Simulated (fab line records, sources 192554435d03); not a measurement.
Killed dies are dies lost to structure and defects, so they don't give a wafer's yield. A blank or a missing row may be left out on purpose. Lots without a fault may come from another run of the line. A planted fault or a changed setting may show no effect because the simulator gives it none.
Chamber matching | flow n5_finfet | N5_BEOL_M0_SAQP_ETCH_106 on rie_diel-01: 4 sister chambers
The step etches SOC in N2/H2, stops on SiNx, target depth 150 nm. 4 wafers are shown with their chamber, then 10 later ones without.

WAFERS WITH THEIR CHAMBER
wafer  | chamber | showerhead_plenum_p_Torr (Torr)
L083.4 | 1       | 2.50
L089.5 | 2       | 2.59
L090.1 | 3       | 2.49
L090.2 | 0       | 2.64

WAFERS WITHOUT THEIR CHAMBER
wafer  | showerhead_plenum_p_Torr (Torr)
L090.5 | 2.49
L093.2 | 2.50
L093.4 | 2.63
L093.5 | 2.58
L095.1 | 2.58
L095.3 | 2.63
L095.4 | 2.50
L097.2 | 2.58
L097.5 | 2.58
L097.6 | 2.49

WHICH CHAMBER EACH WENT THROUGH
wafer  | from the rows above     | in truth
L090.5 | can't be placed: 3 or 1 | 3
L093.2 | can't be placed: 1 or 3 | 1
L093.4 | 0                       | 0
L093.5 | 2                       | 2
L095.1 | 2                       | 2
L095.3 | 0                       | 0
L095.4 | can't be placed: 1 or 3 | 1
L097.2 | 2                       | 2
L097.5 | 2                       | 2
L097.6 | can't be placed: 3 or 1 | 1
Placed correctly: 6 of 10. Can't be placed from these rows: 4 (the true chamber is among the candidates in 4). Placed wrongly: 0.
How it was worked out, from the rows above alone: a wafer's distance from a chamber is the root of the sum, over the readings, of the square of ((its reading less the chamber's mean) divided by the reading's scatter). The wafer belongs to the nearest chamber; if the next one is less than 2 further off, it can't be placed. A chamber's mean is the mean of its shown wafers. The scatter: with one shown wafer a chamber, the root of the mean of the squares of how far each hidden wafer lies from its nearest shown one.
